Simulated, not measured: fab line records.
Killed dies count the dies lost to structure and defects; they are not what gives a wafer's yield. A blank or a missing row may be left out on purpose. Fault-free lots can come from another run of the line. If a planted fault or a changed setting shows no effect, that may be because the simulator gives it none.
fab line records | flow nandHarc
[record] lots = 24 wafers = 72 lastDay = 33
route steps=1302 shown P_ZERO_WELL@16 P_GATE@122 P_CONTACT@219 P_M1@311
lots with no fault: from the same line, run without faults
startH: hours from the record's first day to the start of the lot's first wafer shown | waitH: hours elapsed since this lot's preceding step | " repeats the value in the row above | L1.1+2: a single row standing in for several wafers | - no value present, or no start provided | * or withheld: withheld | < > ~ a bound
route shown NAME@n: NAME is a module with steps in the file, n the number in the route of the first one | usual: the fault-free wafers' mean and standard deviation | same: alike in all rows | chamber/n: place in a boat | sites: the reading at each site | _std_site: their standard deviation | _edge_site: mean of outer sites minus mean of inner sites | radiusMm: how far each site lies from the wafer's centre | mask NAME#n: copy n | behind: tool/chamber where the wafer was last shaped | hold: reason for holding the lot/hours on hold/outcome of the hold | device: whichever transistor did not switch (one of n, p or np) | end of line: tests of these same wafers at the route's end | step lacking rows: just its recipe | killed: dies that structure and defects cost at the first sort, which is not the same as the wafer's yield | map: a wafer's dies, x killed, . not, _ none there
set.NAME: the setting that was run; set.NAME@STEP: the one run at that earlier step | model.NAME: the simulator's own value behind a step, which no gauge read
one table for each step of the route and one row for each wafer, over a sample of lots
services: a tool's chamber out of use, with start hour (startH, from the record's first day; less than 0 if before it), hours out, and reason
[[steps]]
[step NHARC_P_ZERO_WELL_DESCUM_13]
[recipe] timeS = 3 o2FlowSccm = 200 arFlowSccm = 0 biasPowerW = 0 chemistry = O2
[usual] drypumpMotorCurrentA = 5.80/0.25 oesProductAu = 1.000/0.014 rfVppV = 57.9/0.8 showerheadPlenumPTorr = 1.93/0.065 throttleValvePct = 11.311/0.0086
// columns lot.wafer tool chamber startH waitH drypumpMotorCurrentA oesProductAu rfHoursCounterH rfVppV showerheadPlenumPTorr throttleValvePct
L074.3 rieDiel-04 2 21.54 - 6.25 1.007 6 59.4 2.06 11.304
L074.5 " 1 " " 5.59 1.006 - 58.5 2.00 11.293
L074.6 " 2 " " 6.26 1.014 - 59.0 2.06 11.300
L075.1 rieDiel-04 0 31.54 - 5.93 1.002 7 57.7 1.96 11.297
L075.6 " 1 " " 5.59 1.006 - 58.6 2.00 11.316
L075.5 " 2 " " 6.22 1.004 - 58.2 2.06 11.312
L076.1 rieDiel-04 2 41.29 - 6.23 1.009 10 59.1 2.05 11.310
L076.3 " 3 " " 5.55 1.020 10 58.1 1.92 11.313
L076.6 " 1 " " 5.55 1.014 - 56.9 2.00 11.313
L077.2 rieDiel-12 1 51.53 - 5.82 1.003 44 58.0 1.95 11.312
L077.4 " 2 " " 5.83 0.988 45 56.6 1.95 11.310
L077.6 " 1 " " 5.82 1.011 - 58.0 1.95 11.296
L078.2 rieDiel-04 2 61.29 - 6.24 1.010 17 58.3 2.05 11.304
L078.4 " 3 " " 5.51 1.016 15 57.6 1.92 11.316
L078.6 " 2 " " 6.24 1.020 - 57.9 2.05 11.303
L079.2 rieDiel-12 1 71.43 - 5.83 1.003 52 58.6 1.95 11.329
L079.1 " 2 " " 5.78 0.969 51 59.3 1.95 11.300
L079.6 " 0 " " 5.81 0.997 - 57.1 1.88 11.309
L080.3 rieDiel-04 1 81.40 - 5.60 0.995 21 57.7 1.99 11.322
L080.2 " 2 " " 6.24 1.008 22 59.0 2.05 11.301
L080.5 " 1 " " 5.59 0.996 - 56.8 1.99 11.323
L081.4 rieDiel-04 3 91.28 - 5.56 1.012 21 55.8 1.92 11.313
L081.6 " 2 " " 6.28 0.999 - 57.6 2.05 11.321
L081.5 " 3 " " 5.59 1.011 - 58.1 1.92 11.323
L082.2 rieDiel-12 1 101.27 - 5.82 1.001 0 57.9 1.95 11.300
L082.4 " 0 " " 5.82 1.019 0 58.4 1.88 11.316
L082.6 " 1 " " 5.85 0.999 - 58.8 1.95 11.298
L083.1 rieDiel-05 3 111.42 - 5.73 0.979 17 59.5 1.87 11.310
L083.4 " 0 " " 5.40 0.993 18 57.1 1.90 11.325
L083.2 " 1 " " 6.09 1.025 18 58.6 1.82 11.307
L084.2 rieDiel-05 0 121.41 - 5.40 1.001 19 57.5 1.90 11.326
L084.3 " 1 " " 6.05 1.024 20 56.4 1.82 11.302
L084.6 " 0 " " 5.41 0.997 - 58.0 1.90 11.326
L085.1 rieDiel-12 2 131.41 - 5.78 0.991 10 58.5 1.95 11.330
L085.3 " 3 " " 5.58 0.985 10 57.5 1.84 11.326
L085.6 " 1 " " 5.82 0.996 - 57.1 1.95 11.300
L086.1 rieDiel-12 1 141.42 - 5.83 0.991 14 57.9 1.94 11.300
L086.5 " 0 " " 5.88 0.999 - 58.5 1.87 11.319
L086.6 " 1 " " 5.81 0.990 - 59.0 1.94 11.299
L087.4 rieDiel-04 1 151.41 - 5.62 0.994 43 57.1 1.98 11.297
L087.1 " 3 " " 5.57 1.010 41 56.9 1.91 11.326
L087.3 " 0 " " 5.93 1.020 40 57.1 1.94 11.314
L088.3 rieDiel-05 3 161.41 - 5.77 0.986 28 57.9 1.87 11.301
L088.4 " 0 " " 5.40 0.999 31 57.8 1.89 11.309
L088.6 " 1 " " 6.05 1.010 - 57.3 1.82 11.307
L089.2 rieDiel-04 0 171.26 - 5.93 1.019 47 56.2 1.94 11.306
L089.3 " 1 " " 5.58 1.003 51 58.3 1.98 11.312
L089.1 " 3 " " 5.53 1.018 50 56.6 1.91 11.323
L090.2 rieDiel-05 3 181.27 - 5.77 0.985 34 57.6 1.87 11.323
L090.1 " 2 " " 6.09 0.977 35 57.9 1.92 11.310
L090.5 " 3 " " 5.75 0.974 - 57.0 1.87 11.307
L091.2 rieDiel-05 0 191.39 - 5.41 0.985 44 57.1 1.89 11.318
L091.1 " 1 " " 6.07 1.000 45 59.6 1.82 11.317
L091.3 " 2 " " 6.05 0.989 38 58.7 1.92 11.327
L092.2 rieDiel-12 0 201.41 - 5.89 0.996 36 59.6 1.87 11.316
L092.4 " 1 " " 5.81 0.990 34 57.6 1.94 11.307
L092.6 " 3 " " 5.59 0.967 - 57.5 1.84 11.310
L093.1 rieDiel-04 1 211.49 - 5.59 1.003 9 57.4 1.98 11.312
L093.3 " 2 " " 6.24 0.997 7 59.5 2.04 11.312
L093.5 " 3 " " 5.54 1.006 - 57.1 1.91 11.306
L094.3 rieDiel-04 3 221.41 - 5.54 0.994 11 58.2 1.90 11.319
L094.4 " 2 " " 6.23 1.011 11 57.9 2.04 11.305
L094.5 " 3 " " 5.53 1.011 - 58.2 1.90 11.306
L095.2 rieDiel-04 3 231.40 - 5.52 1.004 13 57.9 1.90 11.320
L095.3 " 0 " " 5.92 0.999 15 57.6 1.94 11.292
L095.6 " 2 " " 6.22 1.001 - 57.7 2.04 11.320
L096.2 rieDiel-05 0 241.42 - 5.41 0.990 1 58.7 1.88 11.299
L096.1 " 2 " " 6.08 1.006 1 57.7 1.91 11.316
L096.4 " 0 " " 5.42 0.991 - 57.8 1.88 11.311
L097.5 rieDiel-12 2 251.37 - 5.82 0.979 - 58.1 1.93 11.297
L097.6 " 3 " " 5.60 0.968 - 56.6 1.83 11.299
L097.4 " 0 " " 5.83 1.015 - 58.6 1.86 11.323
[step NHARC_P_GATE_CD_MEAS_11]
[recipe] targetCdNm = 1640 landingEnergyEv = 500
[usual] cdNm = 1640.3/2.2
// columns lot.wafer tool chamber startH waitH cdNm
L074.3 cdSem-01 0 81.58 - 1637.9
L074.5 " 0 " " 1642.7
L074.6 " 0 " " 1640.2
L075.1 cdSem-03 0 92.84 - 1641.3
L075.5 " 0 " " 1641.8
L075.6 " 0 " " 1639.6
L076.1 cdSem-02 0 101.85 - 1642.0
L076.3 " 0 " " 1644.7
L076.6 " 0 " " 1644.8
L077.2 cdSem-03 0 115.07 - 1641.9
L077.4 " 0 " " 1636.4
L077.6 " 0 " " 1639.8
L078.2 cdSem-01 0 120.84 - 1636.6
L078.4 " 0 " " 1641.2
L078.6 " 0 " " 1637.8
L079.1 cdSem-01 0 129.38 - 1637.9
L079.2 " 0 " " 1642.5
L079.6 " 0 " " 1642.1
L080.2 cdSem-01 0 148.33 - 1638.0
L080.3 " 0 " " 1637.9
L080.5 " 0 " " 1641.8
L081.4 cdSem-03 0 155.90 - 1639.0
L081.5 " 0 " " 1637.9
L081.6 " 0 " " 1637.4
L082.2 cdSem-03 0 163.39 - 1642.2
L082.4 " 0 " " 1643.0
L082.6 " 0 " " 1642.6
L083.1 cdSem-03 0 180.82 - 1640.9
L083.2 " 0 " " 1638.2
L083.4 " 0 " " 1642.1
L084.2 cdSem-03 0 180.98 - 1639.7
L084.3 " 0 " " 1642.4
L084.6 " 0 " " 1639.5
L085.1 cdSem-03 0 192.29 - 1636.8
L085.3 " 0 " " 1639.9
L085.6 " 0 " " 1637.8
L086.1 cdSem-01 0 200.21 - 1644.8
L086.5 " 0 " " 1641.4
L086.6 " 0 " " 1639.8
L087.1 cdSem-03 0 206.91 - 1640.7
L087.3 " 0 " " 1640.8
L087.4 " 0 " " 1643.1
L089.1 cdSem-01 0 231.13 - 1642.4
L089.2 " 0 " " 1644.6
L089.3 " 0 " " 1643.1
L088.3 cdSem-03 0 231.30 - 1643.6
L088.4 " 0 " " 1641.8
L088.6 " 0 " " 1642.5
L091.1 cdSem-03 0 258.87 - 1641.3
L091.2 " 0 " " 1640.4
L091.3 " 0 " " 1635.8
L090.1 cdSem-03 0 259.03 - 1640.2
L090.2 " 0 " " 1640.5
L090.5 " 0 " " 1640.4
L092.2 cdSem-03 0 271.39 - 1641.6
L092.4 " 0 " " 1639.1
L092.6 " 0 " " 1637.1
L093.1 cdSem-02 0 271.54 - 1639.7
L093.3 " 0 " " 1636.5
L093.5 " 0 " " 1642.9
L094.3 cdSem-01 0 287.33 - 1640.5
L094.4 " 0 " " 1640.8
L094.5 " 0 " " 1637.5
L095.2 cdSem-01 0 291.38 - 1638.1
L095.3 " 0 " " 1637.0
L095.6 " 0 " " 1640.3
L097.4 cdSem-02 0 304.76 - 1637.6
L097.5 " 0 " " 1641.2
L097.6 " 0 " " 1642.8
L096.1 cdSem-01 0 304.91 - 1639.4
L096.2 " 0 " " 1638.2
L096.4 " 0 " " 1643.8
[step NHARC_P_GATE_OVL_MEAS_27]
[usual] overlayXNm = -0.2/1 overlayYNm = 0.0/0.9
// columns lot.wafer tool chamber startH waitH overlayXNm overlayYNm
L074.3 overlay-01 - 96.36 - 1.7 -0.8
L074.5 " - " " 1.7 -0.9
L074.6 " - " " 1.3 -1.1
L075.1 overlay-02 - 107.21 - -1.6 -2.3
L075.5 " - " " -1.1 -2.0
L075.6 " - " " -1.7 -1.6
L076.1 overlay-01 - 116.37 - 0.6 -0.4
L076.3 " - " " 1.4 0.4
L076.6 " - " " 0.8 -1.0
L077.2 overlay-01 - 132.60 - -0.4 -0.5
L077.4 " - " " -0.8 -0.3
L077.6 " - " " -0.3 -0.7
L078.2 overlay-01 - 136.50 - 0.3 1.8
L078.4 " - " " 0.7 1.6
L078.6 " - " " 0.3 0.8
L079.1 overlay-01 - 143.70 - -0.3 -0.2
L079.2 " - " " -1.1 0.3
L079.6 " - " " -0.4 -0.2
L080.2 overlay-02 - 163.52 - 1.3 0.7
L080.3 " - " " 1.2 0.6
L080.5 " - " " 0.7 0.5
L081.4 overlay-01 - 170.00 - 1.0 -1.8
L081.5 " - " " 0.9 -1.6
L081.6 " - " " 1.5 -1.3
L082.2 overlay-01 - 178.12 - 0.4 -0.8
L082.4 " - " " 0.5 -0.5
L082.6 " - " " 0.4 -0.3
L083.1 overlay-01 - 195.00 - -0.6 -0.6
L083.2 " - " " -0.2 0.2
L083.4 " - " " -0.3 -0.2
L084.2 overlay-02 - 196.22 - -2.5 1.0
L084.3 " - " " -1.8 0.4
L084.6 " - " " -1.5 1.2
L085.1 overlay-01 - 206.29 - 0.0 0.2
L085.3 " - " " -0.9 -0.1
L085.6 " - " " -0.7 0.4
L086.1 overlay-01 - 214.27 - -1.2 1.2
L086.5 " - " " -1.5 0.8
L086.6 " - " " -1.1 1.0
L087.1 overlay-02 - 222.18 - 1.0 1.0
L087.3 " - " " 0.7 0.5
L087.4 " - " " 0.4 0.4
L088.3 overlay-02 - 246.21 - -0.1 0.1
L088.4 " - " " -0.5 -0.5
L088.6 " - " " -0.3 0.7
L089.1 overlay-02 - 247.08 - -1.4 0.3
L089.2 " - " " -1.1 0.3
L089.3 " - " " -1.0 0.6
L091.1 overlay-02 - 273.06 - 0.0 -0.7
L091.2 " - " " 0.2 -0.4
L091.3 " - " " -0.6 -0.9
L090.1 overlay-01 - 273.20 - -0.9 0.4
L090.2 " - " " -0.7 0.7
L090.5 " - " " -1.3 0.5
L093.1 overlay-02 - 285.74 - -1.3 0.5
L093.3 " - " " -1.7 0.4
L093.5 " - " " -1.5 0.9
L092.2 overlay-02 - 286.54 - -1.0 1.5
L092.4 " - " " -0.9 1.6
L092.6 " - " " -0.5 1.5
L094.3 overlay-01 - 301.67 - -0.6 -0.7
L094.4 " - " " -1.1 0.1
L094.5 " - " " -0.6 -0.3
L095.2 overlay-02 - 313.53 - 1.7 -0.6
L095.3 " - " " 1.2 -0.7
L095.6 " - " " 1.6 -1.1
L096.1 overlay-02 - 318.91 - -1.5 0.4
L096.2 " - " " -0.8 -0.1
L096.4 " - " " -1.5 0.4
L097.4 overlay-02 - 319.54 - 0.4 0.7
L097.5 " - " " 0.4 0.7
L097.6 " - " " 0.4 0.3
[step NHARC_P_CONTACT_CMP_01]
[recipe] targetThkNm = 200 material = SiO2
[usual] motorCurrentA = 12.3/1.4 retainingRingPressureFrac = 1.000/0.0052 slurryFilterDpKPa = 13.50/0.14
// columns lot.wafer tool chamber startH waitH motorCurrentA retainingRingPressureFrac slurryFilterDpKPa
L074.3 cmp-01 2 115.51 - 13.4 0.996 13.42
L074.6 " 0 " " 10.7 1.000 13.41
L074.5 " 1 " " 14.5 0.995 13.53
L075.1 cmp-02 2 126.40 - 10.9 1.006 13.49
L075.6 " 0 " " 10.7 1.003 13.45
L075.5 " 1 " " 14.2 0.997 13.64
L076.1 cmp-01 1 135.58 - 15.0 0.998 13.49
L076.3 " 0 " " 11.4 1.004 13.49
L076.6 " 1 " " 14.3 0.999 13.63
L077.2 cmp-01 2 151.58 - 12.5 1.013 13.53
L077.4 " 0 " " 10.7 1.003 13.63
L077.6 " 3 " " 11.3 0.995 13.75
L078.4 cmp-02 1 155.64 - 14.4 1.009 13.46
L078.2 " 0 " " 11.7 1.002 13.40
L078.6 " 1 " " 14.3 1.004 13.64
L079.2 cmp-02 3 162.82 - 13.1 1.000 13.73
L079.1 " 1 " " 14.7 0.997 13.44
L079.6 " 3 " " 12.5 1.004 13.62
L080.3 cmp-01 3 182.53 - 11.2 0.995 13.27
L080.2 " 1 " " 14.5 1.000 13.45
L080.5 " 2 " " 13.0 1.009 13.44
L081.4 cmp-02 0 189.23 - 11.1 0.992 13.51
L081.6 " 2 " " 11.1 1.003 13.50
L081.5 " 3 " " 13.3 1.000 13.60
L082.4 cmp-01 2 197.28 - 13.0 1.000 13.62
L082.2 " 0 " " 10.8 0.995 13.63
L082.6 " 2 " " 13.0 0.992 13.42
L083.4 cmp-02 3 214.12 - 13.2 0.996 13.36
L083.2 " 1 " " 13.7 0.996 13.68
L083.1 " 2 " " 11.0 1.003 13.66
L084.3 cmp-01 0 217.48 - 10.8 0.998 13.37
L084.2 " 1 " " 14.4 0.997 13.72
L084.6 " 1 " " 13.9 0.996 13.69
L085.1 cmp-01 2 225.34 - 13.7 0.996 13.39
L085.3 " 3 " " 11.0 1.000 13.88
L085.6 " 3 " " 10.8 1.006 13.39
L086.1 cmp-03 2 234.06 - 10.5 1.008 13.49
L086.5 " 2 " " 10.6 0.997 13.31
L086.6 " 3 " " 11.2 0.993 13.44
L087.3 cmp-02 1 241.34 - 13.4 1.004 13.55
L087.1 " 2 " " 10.2 0.993 13.61
L087.4 " 3 " " 13.3 1.008 13.54
L088.4 cmp-01 3 265.49 - 10.7 1.000 13.30
L088.3 " 1 " " 14.6 1.007 13.48
L088.6 " 3 " " 11.1 0.998 13.66
L089.1 cmp-02 0 266.29 - 11.1 0.999 13.77
L089.3 " 1 " " 14.0 0.989 13.40
L089.2 " 3 " " 13.5 1.005 13.46
L091.3 cmp-01 0 291.89 - 10.7 0.997 13.51
L091.2 " 1 " " 14.3 1.004 13.73
L091.1 " 2 " " 13.3 1.004 13.35
L090.1 cmp-01 1 292.59 - 14.2 1.009 13.30
L090.2 " 2 " " 13.6 1.006 13.41
L090.5 " 1 " " 13.9 1.005 13.44
L093.3 cmp-02 1 304.84 - 14.0 0.993 13.56
L093.1 " 3 " " 13.2 1.000 13.43
L093.5 " 2 " " 10.6 1.004 13.67
L092.2 cmp-03 1 305.74 - 13.4 1.004 13.34
L092.4 " 2 " " 10.0 0.997 13.35
L092.6 " 0 " " 13.8 1.004 13.57
L094.4 cmp-03 0 321.24 - 13.4 0.994 13.54
L094.3 " 2 " " 10.6 0.996 13.24
L094.5 " 1 " " 13.4 0.999 13.51
L095.2 cmp-01 2 332.63 - 14.0 1.000 13.19
L095.3 " 3 " " 11.0 0.993 13.38
L095.6 " 3 " " 11.4 1.002 13.74
L096.1 cmp-02 0 337.88 - 11.5 1.001 13.48
L096.2 " 1 " " 14.2 0.999 13.66
L096.4 " 2 " " 11.0 1.002 13.56
L097.4 cmp-03 2 338.85 - 10.2 1.002 13.33
L097.5 " 1 " " 12.6 1.003 13.40
L097.6 " 2 " " 10.8 1.000 13.32
[step NHARC_P_CONTACT_CMP_24]
[recipe] tOverpolishS = 30 targetThkNm = 200
[usual] motorCurrentA = 12.2/1.5 overpolishRunS = 30.000/0.0091 retainingRingPressureFrac = 1.000/0.0047 slurryFilterDpKPa = 13.49/0.15 timeToEndpointS = 41/3.6
[same] tOverpolishS = 30
// columns lot.wafer tool chamber startH waitH motorCurrentA overpolishRunS retainingRingPressureFrac slurryFilterDpKPa timeToEndpointS
L074.3 cmp-01 0 119.24 0.4 10.7 29.993 0.995 13.46 35
L074.5 " 3 " " 11.3 30.002 1.001 13.29 41
L074.6 " 0 " " 11.0 29.995 0.995 13.39 34
L075.1 cmp-03 2 130.14 0.6 10.5 29.991 0.997 13.39 42
L075.6 " 3 " " 10.8 29.986 0.999 13.64 35
L075.5 " 0 " " 13.4 29.994 0.998 13.28 44
L076.3 cmp-01 3 139.18 0.4 10.6 29.975 0.992 13.73 41
L076.1 " 0 " " 10.4 29.984 0.992 13.46 35
L076.6 " 3 " " 10.5 29.998 0.992 13.37 41
L077.2 cmp-03 0 155.23 0.5 13.7 29.994 1.004 13.47 42
L077.4 " 1 " " 13.7 30.000 1.005 13.51 45
L077.6 " 2 " " 10.3 29.988 1.005 13.69 42
L078.2 cmp-03 2 159.20 0.5 10.5 29.995 1.001 13.45 45
L078.4 " 3 " " 10.9 30.011 1.001 13.20 39
L078.6 " 3 " " 11.2 29.983 1.003 13.43 40
L079.2 cmp-01 3 166.49 0.6 11.4 30.008 1.002 13.44 42
L079.1 " 1 " " 15.1 30.003 0.999 13.59 37
L079.6 " 0 " " 11.1 29.993 0.996 13.42 36
L080.2 cmp-02 3 186.79 0.5 13.2 30.011 1.005 13.34 46
L080.3 " 0 " " 11.2 30.001 0.999 13.44 34
L080.5 " 0 " " 10.8 30.011 1.002 13.53 36
L081.4 cmp-01 1 192.95 0.4 14.9 30.010 0.999 13.28 38
L081.5 " 3 " " 10.9 30.000 1.003 13.55 43
L081.6 " 0 " " 11.3 29.986 1.001 13.32 36
L082.2 cmp-02 0 200.95 0.5 11.2 30.000 0.991 13.68 35
L082.4 " 1 " " 13.9 29.989 1.007 13.60 40
L082.6 " 1 " " 13.5 30.003 1.000 13.76 41
L083.1 cmp-02 2 217.87 0.5 10.9 30.009 1.004 13.42 45
L083.2 " 3 " " 13.4 30.007 1.003 13.62 42
L083.4 " 0 " " 11.0 30.003 1.000 13.50 36
L084.3 cmp-02 1 221.19 0.4 13.7 30.009 0.999 13.11 41
L084.2 " 2 " " 10.8 29.995 0.987 13.39 43
L084.6 " 1 " " 14.3 29.998 0.992 13.61 43
L085.3 cmp-02 2 229.03 0.3 11.1 29.992 1.002 13.33 43
L085.1 " 0 " " 10.6 30.001 1.000 13.52 35
L085.6 " 2 " " 10.8 30.002 0.994 13.54 44
L086.1 cmp-03 3 237.76 0.5 11.0 30.006 0.999 13.32 40
L086.6 " 3 " " 10.8 29.981 1.004 13.43 40
L086.5 " 0 " " 13.7 29.985 1.002 13.76 43
L087.3 cmp-02 1 244.99 0.4 13.6 30.010 1.005 13.40 39
L087.1 " 2 " " 11.2 30.008 0.993 13.53 41
L087.4 " 3 " " 13.2 30.001 0.993 13.70 44
L088.4 cmp-02 3 269.19 0.4 13.1 30.004 0.998 13.58 42
L088.3 " 0 " " 10.9 29.999 1.008 13.60 34
L088.6 " 0 " " 11.2 29.998 1.002 13.84 34
L089.2 cmp-01 2 269.99 0.6 13.1 30.013 1.003 13.26 43
L089.3 " 3 " " 10.8 30.002 1.004 13.30 43
L089.1 " 1 " " 14.8 29.993 1.000 13.31 42
L091.3 cmp-03 0 295.57 0.3 14.6 30.012 1.005 13.61 44
L091.2 " 1 " " 13.3 29.993 1.012 13.47 45
L091.1 " 2 " " 10.2 29.991 1.005 13.54 45
L090.1 cmp-02 3 296.29 0.5 12.2 30.000 0.998 13.51 44
L090.2 " 0 " " 11.8 30.010 0.997 13.46 36
L090.5 " 2 " " 11.0 30.014 0.997 13.60 45
L093.1 cmp-03 3 308.57 0.6 11.4 29.999 1.000 13.49 40
L093.3 " 0 " " 13.6 29.995 1.005 13.40 46
L093.5 " 1 " " 13.5 29.990 1.001 13.59 46
L092.4 cmp-03 2 309.33 0.3 10.7 30.001 0.999 13.44 46
L092.2 " 3 " " 10.8 29.991 1.009 13.41 39
L092.6 " 1 " " 14.4 29.990 1.001 13.40 45
L094.4 cmp-01 0 324.93 0.4 11.1 29.992 0.996 13.53 37
L094.3 " 3 " " 11.0 30.000 1.001 13.49 45
L094.5 " 1 " " 14.8 30.003 1.001 13.54 40
L095.2 cmp-03 1 336.75 0.8 13.5 29.999 0.991 13.51 46
L095.3 " 3 " " 11.0 30.005 0.994 13.46 39
L095.6 " 1 " " 13.3 30.009 0.999 13.80 44
L096.2 cmp-02 0 341.59 0.6 11.4 30.009 1.002 13.58 33
L096.4 " 1 " " 14.1 30.003 0.999 13.44 42
L096.1 " 2 " " 10.6 30.010 0.999 13.66 43
L097.4 cmp-01 2 342.81 0.4 13.7 29.992 1.001 13.42 41
L097.6 " 2 " " 13.7 30.000 0.996 13.43 39
L097.5 " 3 " " 11.1 30.014 0.994 13.72 43
[step NHARC_P_M1_CMP_23]
[recipe] tOverpolishS = 20 targetThkNm = 157.82
[usual] motorCurrentA = 12.4/1.3 retainingRingPressureFrac = 1.000/0.0046 slurryFilterDpKPa = 13.51/0.14 timeToEndpointS = 29/3.4
[same] tOverpolishS = 20
// columns lot.wafer tool chamber startH waitH motorCurrentA retainingRingPressureFrac slurryFilterDpKPa timeToEndpointS
L074.3 cmp-04 1 126.97 - 12.2 1.008 13.56 28
L074.5 " 0 " " 13.1 1.000 13.34 34
L074.6 " 1 " " 12.5 0.991 13.56 29
L075.1 cmp-03 3 137.91 - 10.9 0.998 13.34 25
L075.5 " 2 " " 10.3 1.002 13.53 30
L075.6 " 3 " " 11.2 0.996 13.45 26
L076.3 cmp-03 0 146.82 - 13.5 0.997 13.85 30
L076.1 " 1 " " 12.8 1.007 13.66 35
L076.6 " 0 " " 13.8 0.995 13.49 31
L077.2 cmp-02 2 163.10 - 10.5 1.005 13.46 30
L077.4 " 1 " " 14.4 1.009 13.38 27
L077.6 " 2 " " 11.3 1.007 13.55 30
L078.2 cmp-03 3 166.85 - 10.8 1.002 13.32 25
L078.4 " 1 " " 13.5 0.996 13.59 28
L078.6 " 2 " " 10.6 1.003 13.50 31
L079.2 cmp-02 3 174.28 - 13.1 0.998 13.65 30
L079.1 " 1 " " 13.5 1.001 13.49 30
L079.6 " 3 " " 12.0 1.000 13.71 30
L080.3 cmp-02 1 194.40 - 14.1 0.998 13.29 31
L080.2 " 3 " " 13.0 1.001 13.58 34
L080.5 " 1 " " 14.2 1.004 13.80 31
L081.4 cmp-04 0 200.38 - 13.5 1.001 13.62 29
L081.5 " 0 " " 13.3 1.001 13.67 30
L081.6 " 1 " " 12.4 0.996 13.40 25
L082.4 cmp-04 1 208.81 - 12.6 1.000 13.64 26
L082.2 " 2 " " 12.0 1.006 13.41 27
L082.6 " 1 " " 12.0 1.005 13.40 26
L083.2 cmp-02 2 225.45 - 11.1 0.994 13.53 34
L083.1 " 3 " " 13.6 1.001 13.51 34
L083.4 " 1 " " 14.4 1.007 13.86 30
L084.3 cmp-03 1 228.60 - 13.3 0.999 13.60 32
L084.2 " 3 " " 11.1 0.994 13.42 25
L084.6 " 1 " " 13.7 0.999 13.25 31
L085.1 cmp-02 3 237.73 - 13.1 0.998 13.45 30
L085.3 " 2 " " 10.7 1.004 13.31 35
L085.6 " 0 " " 11.4 1.001 13.58 22
L086.1 cmp-04 3 245.36 - 12.6 0.993 13.52 26
L086.6 " 3 " " 13.8 0.997 13.51 29
L086.5 " 0 " " 12.5 1.004 13.44 31
L087.3 cmp-02 2 252.62 - 10.8 1.009 13.34 29
L087.1 " 3 " " 13.4 1.008 13.83 30
L087.4 " 1 " " 13.2 0.999 13.28 30
L088.4 cmp-02 1 278.35 - 14.4 0.993 13.33 30
L088.3 " 2 " " 11.2 1.004 13.55 33
L088.6 " 2 " " 10.6 0.998 13.54 34
L089.2 cmp-03 2 278.67 - 10.3 1.006 13.71 36
L089.1 " 3 " " 11.0 1.002 13.79 30
L089.3 " 0 " " 13.3 0.998 13.55 32
L091.1 cmp-02 0 303.27 - 11.6 0.998 13.68 24
L091.3 " 1 " " 14.1 0.997 13.48 30
L091.2 " 2 " " 10.4 1.005 13.39 30
L090.1 cmp-04 1 304.24 - 11.8 1.010 13.30 24
L090.2 " 3 " " 13.0 1.005 13.53 27
L090.5 " 1 " " 12.5 0.999 13.32 24
L093.3 cmp-03 3 316.44 - 11.0 0.998 13.63 28
L093.1 " 0 " " 14.6 1.003 13.54 31
L093.5 " 0 " " 14.1 1.003 13.33 29
L092.4 cmp-02 2 316.99 - 10.7 1.005 13.50 32
L092.2 " 3 " " 13.2 1.005 13.65 30
L092.6 " 1 " " 13.5 1.004 13.49 31
L094.4 cmp-04 3 332.62 - 13.3 0.997 13.67 25
L094.3 " 0 " " 13.3 1.009 13.70 28
L094.5 " 2 " " 12.6 0.998 13.68 26
L095.2 cmp-03 3 344.70 - 10.8 1.001 13.83 29
L095.3 " 0 " " 13.8 0.993 13.61 32
L095.6 " 3 " " 11.1 1.007 13.49 27
L096.2 cmp-03 0 349.33 - 13.8 1.005 13.58 33
L096.4 " 1 " " 13.3 1.008 13.35 33
L096.1 " 3 " " 10.9 1.000 13.53 27
L097.4 cmp-04 3 350.60 - 13.4 1.002 13.40 24
L097.6 " 2 " " 12.2 0.993 13.63 28
L097.5 " 3 " " 13.2 1.006 13.62 25
[[services]]
// columns tool chamber startH hours kind
cmp-01 - 3.78 0.5 repair
cmp-02 - 36.57 4.0 pm
cmp-03 - 38.99 0.2 repair
cmp-03 - 52.18 3.0 repair
cmp-03 - 64.10 4.0 pm
cmp-03 - 87.00 16.3 repair
cmp-01 - 89.01 4.0 pm
cmp-02 - 103.27 0.5 repair
cmp-03 - 119.17 1.6 repair
cmp-01 - 132.94 1.2 repair
cmp-02 - 134.57 4.0 pm
cmp-01 - 155.11 5.9 repair
cmp-03 - 162.10 4.0 pm
cmp-01 - 187.01 4.0 pm
cmp-02 - 192.01 1.5 repair
cmp-02 - 232.57 4.0 pm
cmp-03 - 245.31 0.5 repair
cmp-03 - 260.10 4.0 pm
cmp-01 - 285.01 4.0 pm
cmp-03 - 293.72 1.2 repair
cmp-02 - 299.25 1.2 repair
cmp-03 - 304.53 1.0 repair
cmp-03 - 311.48 1.1 repair
cmp-02 - 330.57 4.0 pm
[[key]]
fault none
